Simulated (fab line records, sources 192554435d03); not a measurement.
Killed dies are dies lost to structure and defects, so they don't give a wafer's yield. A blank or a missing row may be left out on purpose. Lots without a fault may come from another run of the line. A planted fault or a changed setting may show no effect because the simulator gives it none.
Which tool did it? | flow n5_finfet | 7 lots, 19 wafers sampled, at 3 steps of a route of 1938

WHAT THE GAUGES READ, wafer by wafer
N5_BEOL_M14_OCD_MEAS_35.
lot  | measured     | on     | trench_depth_nm (nm)
L587 | day 11 18:13 | ocd-01 | 567 568 562
L588 | day 12 10:03 | ocd-01 | 556 552 562
L593 | day 13 15:40 | ocd-01 | 414 560
L598 | day 15 05:57 | ocd-01 | 420 566
L603 | day 16 12:23 | ocd-02 | 573 575 549
L606 | day 17 08:31 | ocd-02 | 544 552 556
L607 | day 17 22:01 | ocd-01 | 558 576 565

WHICH TOOL RAN EACH LOT (tool, then ch and the chambers of the sampled wafers, then the start)
lot  | N5_BEOL_M14_DESCUM_33              | N5_BEOL_M14_TRENCH_ETCH_34
L587 | rie_diel-04 ch 1,2,3, day 11 17:35 | rie_diel-04 ch 1,2,3, day 11 18:03
L588 | rie_diel-04 ch 2,3, day 12 09:26   | rie_diel-04 ch 2,3, day 12 09:53
L593 | rie_diel-04 ch 1,2, day 13 15:03   | rie_diel-04 ch 1,2, day 13 15:30
L598 | rie_diel-04 ch 0,3, day 15 05:20   | rie_diel-04 ch 0,3, day 15 05:47
L603 | rie_diel-06 ch 0,3, day 16 11:47   | rie_diel-06 ch 0,3, day 16 12:14
L606 | rie_diel-03 ch 1,2,3, day 17 07:54 | rie_diel-03 ch 1,2,3, day 17 08:21
L607 | rie_diel-06 ch 1,2,3, day 17 21:24 | rie_diel-06 ch 1,2,3, day 17 21:52
- N5_BEOL_M14_DESCUM_33: chemistry O2, time 7.9 s.
- N5_BEOL_M14_TRENCH_ETCH_34: etches SiO2 in C4F8/O2/Ar, target depth 556.65 nm, time 126.9 s.

THE ANSWER, worked out from the rows above alone
Rule: what is usual is taken from the lots themselves. Put in order of their means at a reading, lots are off if they are a third of the lots or fewer, leave a main group of 4 or more, and stand apart from it by a gap of 3 or more times the standard deviation of the main group's means; of several such gaps the widest counts. A main group whose means are all the same, to the digits that the tables above print for the reading, isn't used. A lot without any number at a reading at which 4 lots or more have one is off too. The other lots that the step has rows for count as sound.
Off: L593, L598, at N5_BEOL_M14_OCD_MEAS_35 (trench_depth_nm). The main group: mean 561 nm, standard deviation 6.3.
A tool fits if, at a process step before that reading, it ran every lot that is off, and no sound lot after the first of them. The gauges at N5_BEOL_M14_OCD_MEAS_35 are tried like those tools. One fits: rie_diel-04 at N5_BEOL_M14_DESCUM_33 and N5_BEOL_M14_TRENCH_ETCH_34. At N5_BEOL_M14_DESCUM_33 its last sound lot is L588 (day 12 09:26), its first lot that is off L593 (day 13 15:03): a fault that began between those two fits.

WHAT THE SIMULATOR HAD PUT IN
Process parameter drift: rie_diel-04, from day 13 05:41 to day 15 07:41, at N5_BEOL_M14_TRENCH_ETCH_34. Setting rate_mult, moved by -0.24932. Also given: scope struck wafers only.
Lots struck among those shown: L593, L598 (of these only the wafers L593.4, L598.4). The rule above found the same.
